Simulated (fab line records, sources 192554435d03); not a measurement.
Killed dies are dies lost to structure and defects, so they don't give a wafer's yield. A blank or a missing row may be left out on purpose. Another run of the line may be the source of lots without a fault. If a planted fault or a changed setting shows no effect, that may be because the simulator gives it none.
fab line records -- flow n5-finfet -- part 1 of 2: steps 1 to 4 of 6
[record] lots = 21, wafers = 63, last-day = 20
route steps=1938 shown HKMG_FIN@389 GATE_CUT@466
lots that met no fault: taken from a fault-free run of the same line
start-h: start of the lot's first displayed wafer, in hours after the record's first day -- wait-h: hours elapsed since this lot's preceding step -- " same as the row above -- L1.1+2: one row covering several wafers at once -- - no value, or no start was given -- * or withheld: withheld -- < > ~ a bound
route shown NAME@n: names a module that has steps shown in the file, with the first one's number in the route -- usual: mean and standard deviation over wafers with no fault -- same: alike in all rows -- chamber/n: place in a boat -- sites: each site's reading -- _std_site: standard deviation across them -- _edge_site: inner sites' mean taken away from outer sites' mean -- radius-mm: for every site, how far away it sits from the centre of the wafer -- mask NAME#n: copy n -- behind: tool/chamber where the wafer was last shaped -- hold: reason for holding the lot/hours on hold/outcome of the hold -- device: whichever transistor did not switch (one of n, p or np) -- end of line: the same wafers' tests at the end of the route -- for a step that has no rows: nothing shown but its recipe -- killed: count of dies lost to structure and defects at first sort (not the wafer's yield) -- map: per-die view of a wafer (x killed, . not killed, _ where there is no die)
set.NAME: the run value of the setting; set.NAME@STEP: its run value at that earlier step -- model.NAME: the simulator's own value behind a step, which no gauge read
one table for each step of the route and one row for each wafer, over a sample of lots
services: the hour from which a tool's chamber was out of use, counted from the record's first day as start-h (under 0 if before that day), plus the number of hours and why
[[steps]]
[step N5_HKMG_FIN_ALD_75]
[recipe] material = Al2O3, target-thk-a = 10, temp-c = 150, ald-precursor-family = TMA, ald-co-reactant = H2O, pulse-time-s = withheld, co-reactant-pulse-time-s = 1
[usual] heater-power-w = 148/18, precursor-pulse-height-rel = 1.001/0.02
lot.wafer,tool,chamber,start-h,wait-h,heater-power-w,precursor-pulse-height-rel
L075.3,ald-hk-01,0,82.92,0.0,141,1.002
L075.5,ald-hk-01,3,82.92,0.0,132,1.004
L075.6,ald-hk-01,2,82.92,0.0,130,0.982
L076.1,ald-hk-02,3,87.78,0.0,141,0.987
L076.4,ald-hk-02,0,87.78,0.0,184,0.968
L076.5,ald-hk-02,0,87.78,0.0,181,1.009
L078.1,ald-hk-02,3,94.36,0.0,141,0.972
L078.3,ald-hk-02,1,94.36,0.0,136,1.015
L078.6,ald-hk-02,0,94.36,0.0,181,0.992
L079.1,ald-hk-03,3,101.71,0.0,164,1.017
L079.4,ald-hk-03,2,101.71,0.0,141,1.022
L079.6,ald-hk-03,0,101.71,0.0,165,0.996
L080.1,ald-hk-02,3,108.22,0.0,137,0.993
L080.3,ald-hk-02,2,108.22,0.0,180,0.986
L080.6,ald-hk-02,0,108.22,0.0,186,0.998
L081.2,ald-hk-01,2,113.54,0.0,131,1.011
L081.3,ald-hk-01,0,113.54,0.0,143,0.972
L081.4,ald-hk-01,1,113.54,0.0,137,1.006
L082.2,ald-hk-03,2,118.43,0.0,140,1.008
L082.4,ald-hk-03,0,118.43,0.0,165,0.949
L082.5,ald-hk-03,1,118.43,0.0,142,1.022
L083.2,ald-hk-03,0,128.81,0.0,165,1.026
L083.5,ald-hk-03,2,128.81,0.0,140,0.965
L083.6,ald-hk-03,3,128.81,0.0,162,1.011
L084.1,ald-hk-02,1,131.05,0.0,135,0.983
L084.4,ald-hk-02,3,131.05,0.0,144,0.979
L084.6,ald-hk-02,0,131.05,0.0,187,1.011
L085.1,ald-hk-01,3,137.63,0.0,133,0.992
L085.2,ald-hk-01,0,137.63,0.0,148,0.993
L085.4,ald-hk-01,1,137.63,0.0,138,1.009
L086.2,ald-hk-03,0,145.26,0.1,166,1.013
L086.4,ald-hk-03,1,145.26,0.1,143,0.990
L086.6,ald-hk-03,3,145.26,0.1,165,0.999
L087.1,ald-hk-02,3,147.67,0.0,138,1.045
L087.2,ald-hk-02,2,147.67,0.0,182,1.002
L087.4,ald-hk-02,0,147.67,0.0,179,0.981
L088.1,ald-hk-01,2,154.50,0.0,132,1.003
L088.2,ald-hk-01,1,154.50,0.0,138,0.973
L088.6,ald-hk-01,0,154.50,0.0,141,1.031
L090.1,ald-hk-01,3,167.13,0.0,131,0.967
L090.3,ald-hk-01,2,167.13,0.0,131,0.979
L090.5,ald-hk-01,3,167.13,0.0,133,0.992
L091.1,ald-hk-01,3,174.56,0.0,130,1.019
L091.4,ald-hk-01,2,174.56,0.0,129,1.012
L091.5,ald-hk-01,1,174.56,0.0,140,1.023
L092.1,ald-hk-03,3,177.99,0.0,165,1.015
L092.3,ald-hk-03,1,177.99,0.0,142,0.987
L092.5,ald-hk-03,1,177.99,0.0,143,0.998
L093.3,ald-hk-01,2,183.63,0.0,130,1.009
L093.4,ald-hk-01,0,183.63,0.0,148,1.013
L093.6,ald-hk-01,2,183.63,0.0,133,0.991
L094.4,ald-hk-01,2,190.38,0.0,128,1.032
L094.5,ald-hk-01,3,190.38,0.0,127,1.031
L094.6,ald-hk-01,0,190.38,0.0,144,1.024
L095.2,ald-hk-02,3,194.11,0.0,142,0.991
L095.4,ald-hk-02,2,194.11,0.0,188,1.018
L095.5,ald-hk-02,3,194.11,0.0,137,1.000
L096.2,ald-hk-02,2,206.87,0.0,182,1.020
L096.3,ald-hk-02,0,206.87,0.0,185,1.005
L096.4,ald-hk-02,1,206.87,0.0,136,1.018
L097.1,ald-hk-03,3,212.92,0.0,165,1.012
L097.4,ald-hk-03,0,212.92,0.0,162,0.978
L097.6,ald-hk-03,1,212.92,0.0,146,0.985
[step N5_HKMG_FIN_DESCUM_53]
[recipe] chemistry = O2, time-s = 7.9, source-power-w = 50, bias-power-w = 20, pressure-mtorr = 20, rf-frequency-hz = 2.712e+07, temp-c = 40, resist = CAR-ArF, o2-flow-sccm = 225
[usual] drypump-motor-current-A = 5.7/0.37, o2-flow-sccm = 225.0/0.62, oes-product-au = 0.78/0.069, rf-vpp-V = 242.8/1.3, showerhead-plenum-p-Torr = 2.08/0.065, throttle-valve-pct = 20.46/0.21
lot.wafer,tool,chamber,start-h,wait-h,drypump-motor-current-A,o2-flow-sccm,oes-product-au,rf-hours-counter-h,rf-vpp-V,showerhead-plenum-p-Torr,throttle-valve-pct
L075.3,rie-diel-01,2,83.47,0.0,5.1,224.7,0.74,173,243.1,2.08,20.50
L075.5,rie-diel-01,0,83.47,0.0,6.2,226.3,0.71,-,243.0,2.18,20.73
L075.6,rie-diel-01,3,83.47,0.0,5.0,224.8,0.79,-,241.4,2.04,20.61
L076.1,rie-diel-04,2,88.21,0.0,5.6,225.3,0.98,2,243.0,2.12,20.36
L076.4,rie-diel-04,3,88.21,0.0,5.5,224.9,0.79,118,240.8,2.04,20.55
L076.5,rie-diel-04,1,88.21,0.0,6.1,225.3,0.74,-,242.7,2.01,20.57
L078.1,rie-diel-05,0,94.92,0.0,5.1,225.5,0.77,158,241.0,1.97,20.04
L078.3,rie-diel-05,3,94.92,0.0,5.4,225.1,0.70,203,241.5,2.00,20.43
L078.6,rie-diel-05,2,94.92,0.0,5.3,224.1,0.72,-,244.8,2.15,20.33
L079.1,rie-diel-04,0,102.14,0.0,5.8,225.4,0.81,107,245.7,2.14,20.16
L079.4,rie-diel-04,2,102.14,0.0,5.6,225.5,0.96,8,244.3,2.12,20.36
L079.6,rie-diel-04,3,102.14,0.0,5.5,225.2,0.78,-,242.3,2.04,20.57
L080.1,rie-diel-05,1,108.78,0.0,6.2,224.2,0.80,109,242.8,2.11,20.79
L080.3,rie-diel-05,2,108.78,0.0,5.3,225.8,0.72,193,245.0,2.14,20.31
L080.6,rie-diel-05,3,108.78,0.0,5.4,225.8,0.70,-,240.8,2.00,20.44
L081.2,rie-diel-01,0,114.10,0.0,6.2,225.2,0.70,214,242.1,2.18,20.72
L081.3,rie-diel-01,3,114.10,0.0,5.0,225.5,0.78,115,242.0,2.03,20.62
L081.4,rie-diel-01,1,114.10,0.0,5.8,224.4,0.82,89,244.9,2.20,20.11
L082.2,rie-diel-01,1,118.88,0.1,5.8,225.6,0.82,91,243.2,2.20,20.10
L082.4,rie-diel-01,0,118.88,0.1,6.3,224.9,0.70,215,243.4,2.18,20.71
L082.5,rie-diel-01,1,118.88,0.1,5.8,225.2,0.82,-,245.7,2.20,20.10
L083.2,rie-diel-04,3,129.36,0.0,5.5,224.0,0.78,131,242.0,2.04,20.58
L083.5,rie-diel-04,2,129.36,0.0,5.6,224.4,0.93,-,243.5,2.12,20.37
L083.6,rie-diel-04,3,129.36,0.0,5.5,224.1,0.77,-,242.0,2.04,20.56
L084.1,rie-diel-04,1,131.61,0.0,6.2,225.3,0.72,163,240.9,2.00,20.60
L084.4,rie-diel-04,2,131.61,0.0,5.6,224.1,0.94,17,244.6,2.12,20.38
L084.6,rie-diel-04,2,131.61,0.0,5.6,224.8,0.94,-,244.2,2.12,20.38
L085.1,rie-diel-04,0,138.11,0.1,5.8,225.1,0.81,119,242.3,2.13,20.20
L085.2,rie-diel-04,1,138.11,0.1,6.1,225.7,0.72,166,243.2,2.00,20.61
L085.4,rie-diel-04,2,138.11,0.1,5.6,225.1,0.92,19,244.0,2.12,20.40
L086.2,rie-diel-04,0,145.77,0.0,5.8,224.0,0.79,121,244.6,2.13,20.19
L086.4,rie-diel-04,3,145.77,0.0,5.5,225.1,0.76,137,241.0,2.04,20.59
L086.6,rie-diel-04,3,145.77,0.0,5.5,224.1,0.77,-,242.5,2.04,20.57
L087.1,rie-diel-05,3,148.16,0.1,5.5,225.1,0.68,219,241.7,1.99,20.46
L087.2,rie-diel-05,2,148.16,0.1,5.3,225.0,0.70,206,245.1,2.14,20.34
L087.4,rie-diel-05,1,148.16,0.1,6.2,225.0,0.79,123,244.1,2.11,20.82
L088.1,rie-diel-05,1,155.26,0.2,6.2,225.5,0.78,126,243.8,2.10,20.83
L088.2,rie-diel-05,3,155.26,0.2,5.5,225.5,0.68,223,241.4,1.99,20.47
L088.6,rie-diel-05,1,155.26,0.2,6.2,226.0,0.79,-,243.9,2.10,20.83
L090.1,rie-diel-04,0,167.71,0.1,5.8,224.2,0.80,125,245.1,2.13,20.20
L090.3,rie-diel-04,1,167.71,0.1,6.1,225.5,0.73,172,241.5,2.00,20.62
L090.5,rie-diel-04,2,167.71,0.1,5.6,226.1,0.93,-,244.2,2.11,20.39
L091.1,rie-diel-04,0,175.12,0.0,5.8,224.8,0.78,127,243.0,2.13,20.20
L091.4,rie-diel-04,2,175.12,0.0,5.6,225.8,0.91,28,244.6,2.11,20.41
L091.5,rie-diel-04,2,175.12,0.0,5.6,224.3,0.92,-,243.0,2.11,20.41
L092.1,rie-diel-04,0,178.55,0.0,5.8,225.5,0.79,128,243.5,2.13,20.19
L092.3,rie-diel-04,1,178.55,0.0,6.1,225.3,0.72,175,241.6,2.00,20.60
L092.5,rie-diel-04,0,178.55,0.0,5.8,225.7,0.80,-,242.7,2.13,20.19
L093.3,rie-diel-04,1,184.18,0.0,6.1,224.8,0.73,177,240.5,2.00,20.62
L093.4,rie-diel-04,0,184.18,0.0,5.8,225.1,0.78,130,244.1,2.13,20.20
L093.6,rie-diel-04,1,184.18,0.0,6.1,224.7,0.72,-,241.9,2.00,20.64
L094.4,rie-diel-04,3,191.08,0.2,5.5,225.4,0.76,148,242.3,2.03,20.59
L094.5,rie-diel-04,1,191.08,0.2,6.1,225.0,0.72,-,240.7,2.00,20.63
L094.6,rie-diel-04,0,191.08,0.2,5.8,224.5,0.79,-,242.8,2.13,20.21
L095.2,rie-diel-04,0,194.66,0.0,5.8,226.5,0.78,133,243.7,2.13,20.19
L095.4,rie-diel-04,3,194.66,0.0,5.5,225.8,0.76,149,239.9,2.03,20.61
L095.5,rie-diel-04,0,194.66,0.0,5.9,226.3,0.79,-,242.4,2.13,20.20
L096.2,rie-diel-01,1,207.42,0.0,5.8,224.5,0.80,119,243.9,2.19,20.15
L096.3,rie-diel-01,2,207.42,0.0,5.2,225.0,0.72,208,241.9,2.07,20.55
L096.4,rie-diel-01,3,207.42,0.0,5.0,225.2,0.76,144,241.3,2.02,20.69
L097.1,rie-diel-04,0,213.55,0.1,5.8,223.7,0.77,140,243.7,2.13,20.22
L097.4,rie-diel-04,3,213.55,0.1,5.5,225.2,0.75,156,242.2,2.03,20.63
L097.6,rie-diel-04,2,213.55,0.1,5.6,224.3,0.90,-,243.0,2.11,20.42
[step N5_HKMG_FIN_DESCUM_17]
[recipe] chemistry = O2, time-s = 7.9, source-power-w = 50, bias-power-w = 20, pressure-mtorr = 20, rf-frequency-hz = 2.712e+07, temp-c = 40, resist = CAR-ArF, o2-flow-sccm = 225
[usual] drypump-motor-current-A = 5.6/0.43, o2-flow-sccm = 225.0/0.69, oes-product-au = 0.76/0.061, rf-vpp-V = 242.9/1.3, showerhead-plenum-p-Torr = 2.09/0.073, throttle-valve-pct = 20.48/0.23
lot.wafer,tool,chamber,start-h,wait-h,drypump-motor-current-A,o2-flow-sccm,oes-product-au,rf-hours-counter-h,rf-vpp-V,showerhead-plenum-p-Torr,throttle-valve-pct
L075.3,rie-diel-01,0,86.95,0.0,6.2,223.9,0.71,202,244.8,2.18,20.70
L075.5,rie-diel-01,1,86.95,0.0,5.8,224.7,0.84,-,244.2,2.21,20.09
L075.6,rie-diel-01,2,86.95,0.0,5.1,224.6,0.73,-,243.4,2.08,20.52
L076.1,rie-diel-01,0,91.57,0.0,6.2,225.1,0.72,204,243.7,2.18,20.70
L076.4,rie-diel-01,2,91.57,0.0,5.1,225.5,0.73,176,243.0,2.08,20.52
L076.5,rie-diel-01,0,91.57,0.0,6.2,225.4,0.70,-,243.3,2.18,20.71
L078.1,rie-diel-01,1,98.43,0.1,5.9,224.4,0.83,83,245.7,2.20,20.10
L078.3,rie-diel-01,0,98.43,0.1,6.3,224.5,0.70,208,244.5,2.18,20.72
L078.6,rie-diel-01,0,98.43,0.1,6.2,226.9,0.71,-,243.0,2.18,20.73
L079.1,rie-diel-01,0,105.64,0.2,6.3,225.3,0.70,211,244.2,2.18,20.72
L079.4,rie-diel-01,3,105.64,0.2,5.1,225.5,0.78,112,242.4,2.03,20.61
L079.6,rie-diel-01,2,105.64,0.2,5.1,225.3,0.72,-,243.4,2.08,20.54
L080.1,rie-diel-05,2,112.16,0.0,5.3,225.1,0.72,193,244.1,2.14,20.31
L080.3,rie-diel-05,0,112.16,0.0,5.1,225.6,0.77,164,242.6,1.97,20.03
L080.6,rie-diel-05,3,112.16,0.0,5.5,225.9,0.69,-,242.5,2.00,20.42
L081.2,rie-diel-01,1,117.47,0.0,5.8,223.7,0.83,90,244.1,2.20,20.11
L081.3,rie-diel-01,0,117.47,0.0,6.3,225.3,0.70,215,244.3,2.18,20.73
L081.4,rie-diel-01,3,117.47,0.0,5.0,224.8,0.78,117,243.1,2.03,20.63
L082.2,rie-diel-05,3,122.26,0.0,5.5,224.2,0.69,211,241.7,2.00,20.43
L082.4,rie-diel-05,0,122.26,0.0,5.1,224.7,0.76,166,240.9,1.97,20.06
L082.5,rie-diel-05,1,122.26,0.0,6.1,223.6,0.80,-,242.2,2.11,20.80
L083.2,rie-diel-04,0,133.00,0.0,5.8,224.6,0.80,117,243.1,2.13,20.18
L083.5,rie-diel-04,2,133.00,0.0,5.6,226.1,0.93,-,242.7,2.12,20.38
L083.6,rie-diel-04,1,133.00,0.0,6.1,224.4,0.73,-,240.4,2.00,20.61
L084.1,rie-diel-04,1,135.22,0.0,6.1,226.3,0.73,165,241.2,2.00,20.61
L084.4,rie-diel-04,2,135.22,0.0,5.6,225.8,0.93,18,244.6,2.12,20.38
L084.6,rie-diel-04,1,135.22,0.0,6.2,225.7,0.73,-,243.5,2.00,20.60
L085.1,rie-diel-04,1,141.54,0.0,6.2,224.2,0.72,167,241.0,2.00,20.61
L085.2,rie-diel-04,2,141.54,0.0,5.6,225.4,0.92,21,244.2,2.12,20.39
L085.4,rie-diel-04,3,141.54,0.0,5.5,225.2,0.76,135,241.4,2.04,20.58
L086.2,rie-diel-04,1,149.37,0.2,6.1,224.4,0.72,170,240.6,2.00,20.60
L086.4,rie-diel-04,2,149.37,0.2,5.6,224.7,0.93,24,243.6,2.11,20.40
L086.6,rie-diel-04,3,149.37,0.2,5.5,224.9,0.77,-,240.8,2.04,20.58
L087.1,rie-diel-01,0,151.42,0.0,6.2,225.1,0.68,224,243.9,2.17,20.77
L087.2,rie-diel-01,2,151.42,0.0,5.1,224.9,0.71,196,244.1,2.07,20.56
L087.4,rie-diel-01,3,151.42,0.0,5.0,224.7,0.78,125,242.8,2.03,20.64
L088.1,rie-diel-01,0,158.84,0.2,6.2,223.9,0.69,227,244.9,2.17,20.73
L088.2,rie-diel-01,2,158.84,0.2,5.1,226.1,0.72,199,243.2,2.07,20.55
L088.6,rie-diel-01,2,158.84,0.2,5.1,226.1,0.71,-,242.1,2.07,20.56
L090.1,rie-diel-04,0,171.12,0.0,5.8,225.4,0.79,126,241.8,2.13,20.19
L090.3,rie-diel-04,3,171.12,0.0,5.5,224.3,0.75,142,242.5,2.04,20.59
L090.5,rie-diel-04,0,171.12,0.0,5.8,225.0,0.79,-,243.0,2.13,20.19
L091.1,rie-diel-01,0,178.85,0.0,6.3,226.2,0.69,233,243.2,2.17,20.75
L091.4,rie-diel-01,1,178.85,0.0,5.9,224.8,0.81,-,245.3,2.20,20.12
L091.5,rie-diel-01,3,178.85,0.0,5.0,224.9,0.77,-,243.5,2.03,20.67
L092.1,rie-diel-01,0,181.99,0.1,6.3,225.6,0.69,234,243.1,2.17,20.75
L092.3,rie-diel-01,1,181.99,0.1,5.8,225.2,0.80,110,245.1,2.19,20.14
L092.5,rie-diel-01,1,181.99,0.1,5.8,224.8,0.80,-,245.4,2.20,20.15
L093.3,rie-diel-04,2,187.55,0.0,5.6,224.3,0.91,32,243.2,2.11,20.41
L093.4,rie-diel-04,1,187.55,0.0,6.1,225.0,0.72,177,240.0,2.00,20.62
L093.6,rie-diel-04,1,187.55,0.0,6.1,225.0,0.72,-,242.8,2.00,20.62
L094.4,rie-diel-05,0,194.47,0.1,5.1,225.0,0.74,193,240.8,1.96,20.08
L094.5,rie-diel-05,2,194.47,0.1,5.3,225.8,0.70,-,243.1,2.13,20.37
L094.6,rie-diel-05,1,194.47,0.1,6.2,224.7,0.78,-,242.8,2.10,20.85
L095.2,rie-diel-05,0,197.91,0.0,5.1,225.4,0.74,193,241.1,1.96,20.09
L095.4,rie-diel-05,1,197.91,0.0,6.1,225.7,0.78,142,243.0,2.10,20.85
L095.5,rie-diel-05,1,197.91,0.0,6.1,224.5,0.78,-,244.6,2.10,20.84
L096.2,rie-diel-04,2,210.80,0.0,5.6,223.8,0.90,38,243.8,2.11,20.43
L096.3,rie-diel-04,0,210.80,0.0,5.8,225.6,0.77,139,242.9,2.13,20.22
L096.4,rie-diel-04,3,210.80,0.0,5.5,225.8,0.76,155,242.3,2.03,20.61
L097.1,rie-diel-05,1,217.07,0.0,6.2,225.3,0.78,146,242.0,2.10,20.85
L097.4,rie-diel-05,3,217.07,0.0,5.4,225.0,0.66,242,241.3,1.99,20.48
L097.6,rie-diel-05,3,217.07,0.0,5.5,224.3,0.67,-,241.3,1.99,20.48
[step N5_HKMG_FIN_ETCH_35]
[recipe] chemistry = N2/H2, target = SOC, target-depth-a = 2158, ion-energy-ev = 65, bias-w = 5, source-w = 3000, time-s = 243.4, pressure-mtorr = 30, n2-flow-sccm = 200, h2-flow-sccm = 200
[usual] drypump-motor-current-A = 5.6/0.44, oes-product-au = 0.77/0.061, rf-vpp-V = 141.4/1.1, showerhead-plenum-p-Torr = 2.53/0.096, throttle-valve-pct = 17.83/0.2
lot.wafer,tool,chamber,start-h,wait-h,drypump-motor-current-A,oes-product-au,rf-hours-counter-h,rf-vpp-V,showerhead-plenum-p-Torr,throttle-valve-pct
L075.3,rie-diel-01,0,87.25,0.0,6.3,0.72,202,142.3,2.60,17.87
L075.5,rie-diel-01,1,87.25,0.0,5.9,0.83,-,143.2,2.71,17.73
L075.6,rie-diel-01,2,87.25,0.0,5.1,0.75,-,142.0,2.56,18.27
L076.1,rie-diel-01,0,91.87,0.0,6.2,0.72,204,141.6,2.60,17.88
L076.4,rie-diel-01,2,91.87,0.0,5.1,0.74,177,141.0,2.56,18.27
L076.5,rie-diel-01,0,91.87,0.0,6.2,0.71,-,141.9,2.60,17.86
L078.1,rie-diel-01,1,98.73,0.0,5.9,0.82,83,143.5,2.71,17.72
L078.3,rie-diel-01,0,98.73,0.0,6.3,0.71,208,141.7,2.60,17.89
L078.6,rie-diel-01,0,98.73,0.0,6.3,0.71,-,141.8,2.60,17.88
L079.1,rie-diel-01,0,105.94,0.0,6.2,0.71,211,142.4,2.60,17.87
L079.4,rie-diel-01,3,105.94,0.0,5.1,0.79,113,139.9,2.43,17.70
L079.6,rie-diel-01,2,105.94,0.0,5.1,0.74,-,141.8,2.56,18.27
L080.1,rie-diel-05,2,112.46,0.0,5.3,0.70,194,142.0,2.59,17.57
L080.3,rie-diel-05,0,112.46,0.0,5.2,0.76,164,141.5,2.44,17.78
L080.6,rie-diel-05,3,112.46,0.0,5.5,0.69,-,139.4,2.38,17.53
L081.2,rie-diel-01,1,117.77,0.0,5.8,0.81,90,143.5,2.70,17.72
L081.3,rie-diel-01,0,117.77,0.0,6.2,0.70,215,142.9,2.60,17.87
L081.4,rie-diel-01,3,117.77,0.0,5.0,0.79,117,142.3,2.42,17.71
L082.2,rie-diel-05,3,122.56,0.0,5.4,0.69,211,139.3,2.38,17.52
L082.4,rie-diel-05,0,122.56,0.0,5.1,0.76,167,140.2,2.44,17.79
L082.5,rie-diel-05,1,122.56,0.0,6.2,0.81,-,142.1,2.53,17.99
L083.2,rie-diel-04,0,133.30,0.0,5.8,0.79,117,141.5,2.57,17.60
L083.5,rie-diel-04,2,133.30,0.0,5.6,0.94,-,141.3,2.59,17.87
L083.6,rie-diel-04,1,133.30,0.0,6.2,0.75,-,140.3,2.44,18.05
L084.1,rie-diel-04,1,135.52,0.0,6.2,0.75,165,139.3,2.44,18.05
L084.4,rie-diel-04,2,135.52,0.0,5.6,0.94,19,142.1,2.59,17.86
L084.6,rie-diel-04,1,135.52,0.0,6.2,0.74,-,140.3,2.44,18.06
L085.1,rie-diel-04,1,141.84,0.0,6.1,0.75,167,141.1,2.44,18.05
L085.2,rie-diel-04,2,141.84,0.0,5.6,0.94,21,143.1,2.59,17.88
L085.4,rie-diel-04,3,141.84,0.0,5.5,0.81,135,141.1,2.43,17.73
L086.2,rie-diel-04,1,149.68,0.0,6.2,0.73,170,142.5,2.44,18.06
L086.4,rie-diel-04,2,149.68,0.0,5.7,0.92,24,142.2,2.59,17.88
L086.6,rie-diel-04,3,149.68,0.0,5.5,0.81,-,140.9,2.43,17.72
L087.1,rie-diel-01,0,151.72,0.0,6.3,0.70,224,141.2,2.60,17.90
L087.2,rie-diel-01,2,151.72,0.0,5.1,0.73,196,141.2,2.55,18.30
L087.4,rie-diel-01,3,151.72,0.0,5.0,0.78,126,140.2,2.42,17.70
L088.1,rie-diel-01,0,159.14,0.0,6.2,0.70,227,143.2,2.59,17.92
L088.2,rie-diel-01,2,159.14,0.0,5.1,0.72,199,141.2,2.55,18.30
L088.6,rie-diel-01,2,159.14,0.0,5.1,0.72,-,141.4,2.55,18.30
L090.1,rie-diel-04,0,171.42,0.0,5.8,0.78,127,140.5,2.57,17.60
L090.3,rie-diel-04,3,171.42,0.0,5.5,0.81,143,141.0,2.43,17.76
L090.5,rie-diel-04,0,171.42,0.0,5.8,0.77,-,141.3,2.57,17.60
L091.1,rie-diel-01,0,179.15,0.0,6.3,0.70,233,142.8,2.59,17.93
L091.4,rie-diel-01,1,179.15,0.0,5.8,0.79,-,142.9,2.69,17.75
L091.5,rie-diel-01,3,179.15,0.0,5.0,0.76,-,140.6,2.42,17.74
L092.1,rie-diel-01,0,182.29,0.0,6.3,0.70,235,140.5,2.59,17.93
L092.3,rie-diel-01,1,182.29,0.0,5.8,0.78,110,141.0,2.69,17.77
L092.5,rie-diel-01,1,182.29,0.0,5.8,0.79,-,142.9,2.69,17.76
L093.3,rie-diel-04,2,187.85,0.0,5.6,0.91,32,143.4,2.58,17.89
L093.4,rie-diel-04,1,187.85,0.0,6.2,0.73,178,141.2,2.43,18.09
L093.6,rie-diel-04,1,187.85,0.0,6.2,0.74,-,141.5,2.43,18.08
L094.4,rie-diel-05,0,194.77,0.0,5.2,0.73,193,139.9,2.42,17.85
L094.5,rie-diel-05,2,194.77,0.0,5.3,0.70,-,142.2,2.58,17.62
L094.6,rie-diel-05,1,194.77,0.0,6.2,0.80,-,141.3,2.52,18.02
L095.2,rie-diel-05,0,198.21,0.0,5.2,0.73,193,140.4,2.43,17.84
L095.4,rie-diel-05,1,198.21,0.0,6.2,0.80,142,140.7,2.52,18.02
L095.5,rie-diel-05,1,198.21,0.0,6.2,0.79,-,140.9,2.52,18.03
L096.2,rie-diel-04,2,211.10,0.0,5.6,0.91,38,140.2,2.58,17.89
L096.3,rie-diel-04,0,211.10,0.0,5.8,0.76,139,142.0,2.56,17.62
L096.4,rie-diel-04,3,211.10,0.0,5.5,0.79,155,141.4,2.42,17.77
L097.1,rie-diel-05,1,217.38,0.0,6.2,0.78,146,141.3,2.52,18.03
L097.4,rie-diel-05,3,217.38,0.0,5.5,0.67,242,140.6,2.36,17.59
L097.6,rie-diel-05,3,217.38,0.0,5.5,0.66,-,141.4,2.36,17.58
